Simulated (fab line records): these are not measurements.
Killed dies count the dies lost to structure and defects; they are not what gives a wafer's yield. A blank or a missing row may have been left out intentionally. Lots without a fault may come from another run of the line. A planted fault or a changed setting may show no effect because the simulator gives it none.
Struck lot and sound lot, side by side :: flow n5Finfet :: 25 steps out of a route of 1938
Sound: the wafers L657.2, L657.3, L657.5. Wafers struck: L659.2, L659.3. The cause is named last.
At each step with rows: each side's tool, then ch and its chambers, then its first start. Under that, the readings that differ: sound wafers :: struck wafers :: difference of the means :: sigmas: that difference in standard deviations of wafers without a fault.
alike: same words and numbers on both sides, and readings whose means sit less than 2 such deviations apart. not compared: any withheld reading, any reading some wafer has no value for, any bound like >300 that may hide the same value, and any number with overlapping values for which the record gives no deviation.
A row with sigmas, a row that says differs or no value, or rows on one side alone: a step with any of these is where the two part. Numbers that have no deviation but don't overlap get no sigmas and don't part them. A reading that every wafer of one side lacks parts them only if that side has two wafers or more.

first, 10 steps without rows for these wafers: N5_DUMMY_GATE_SRD_26 (time 30 s); N5_DUMMY_GATE_UV_OZONE_45 (time 120 s); N5_SPACER0_ALD_07 (deposits SiNx, target thk 2 nm); N5_SPACER0_ALD_00 (deposits SiOCN, target thk 3.5 nm, pulse time 3 s, purge time 2 s); N5_SPACER0_ALD_08 (deposits SiNx, target thk 2 nm); N5_SD_EPI_N_COAT_32 (time 60 s, resist thk 350 nm); N5_SD_EPI_N_COAT_33 (time 60 s, resist thk 35 nm); N5_SD_EPI_N_COAT_03 (resist thk 150 nm); N5_SD_EPI_N_EBR_05; N5_SD_EPI_N_SOFTBAKE_04 (time 60 s).
N5_SD_EPI_N_EXPOSE_06: exposes mask SD N BLK, target cd 120 nm.
  sound on arfiScanner-01 ch 0, day 5 01:06; struck on arfiScanner-01 ch 0, day 5 13:07
  alike: mask, reticleTempC
then, 2 steps without rows for these wafers: N5_SD_EPI_N_PEB_07 (peb time 60 s); N5_SD_EPI_N_DEVELOP_08 (develop time 30 s).
N5_SD_EPI_N_CD_MEAS_09: target cd 120 nm.
  sound on cdSem-03 ch 0, day 5 01:13; struck on cdSem-01 ch 0, day 5 13:14
reading: cdNm (nm)
sound: 119.1 119.2 118.8
struck: 121.7 121.5
difference: +2.6
sigmas: +4
N5_SD_EPI_N_DESCUM_14: chemistry O2, time 7.9 s.
  sound on rieDiel-06 ch 1,2, day 5 01:27; struck on rieDiel-06 ch 2,3, day 5 13:52
  alike: drypumpMotorCurrentA, oesProductAu, rfVppV, showerheadPlenumPTorr, tempC, throttleValvePct
  not compared: rfHoursCounterH, model.SD_EPI_N.cdNm
then, 7 steps without rows for these wafers: N5_SD_EPI_N_ETCH_34 (etches SiARC in CF4, target depth 45.5 nm, time 75.8 s); N5_SD_EPI_N_ETCH_35 (etches SOC in N2/H2, overetch 108 nm, time 486 s); N5_SD_EPI_N_STRIP_36 (strips in N2/H2); N5_SD_EPI_N_ETCHBACK_44 (etches SiNx in CH3F/O2, stops on SiO2, target depth 14.5 nm); N5_SD_EPI_N_ETCH_45 (etches SiOCN in CH3F/O2, target depth 6 nm); N5_SD_EPI_N_ETCH_16 (etches SiO2 in CHF3/O2, target depth 5 nm); N5_SD_EPI_N_STRIP_47 (strips in CHF3/O2).
N5_SD_EPI_N_SD_RECESS_17: chemistry HBr/Cl2/O2, target depth 41 nm, time 23.7 s, bt time 3 s.
  sound on rieSi-04 ch 1,2, day 5 02:08; struck on rieSi-04 ch 0,2, day 5 14:32
reading: model.SD_EPI_N.cdNm (nm)
sound: 118.4 118.8 118.6
struck: 122 120.8
difference: +3
sigmas: 
  alike: drypumpMotorCurrentA, oesProductAu, throttleValvePct
  not compared: rfHoursCounterH
then, 1 step without rows for these wafers: N5_SD_EPI_N_STRIP_38 (strips in N2/H2).
-- a jump in the record: the struck wafers' starts before and after are 4 days apart (it breaks off in module SD_EPI_N and resumes in module BEOL_M4, where the first step shown is number 1111 of the route) --
N5_BEOL_M4_RC_MEAS_101:
  sound on prober-02 ch 0, day 9 14:36; struck on prober-02 ch 0, day 9 22:59
  alike: DIBL_N, DIBL_P, IOFF_N, IOFF_P, ION_N, ION_P, SS_N, SS_P, VT_N, VT_P

== WHERE THEY PART ==
N5_SD_EPI_N_CD_MEAS_09 only, going by this record. Later steps at which nothing parts them and some readings are alike: N5_SD_EPI_N_DESCUM_14, N5_SD_EPI_N_SD_RECESS_17, N5_BEOL_M4_RC_MEAS_101.

WHY: what had been put in by the simulator
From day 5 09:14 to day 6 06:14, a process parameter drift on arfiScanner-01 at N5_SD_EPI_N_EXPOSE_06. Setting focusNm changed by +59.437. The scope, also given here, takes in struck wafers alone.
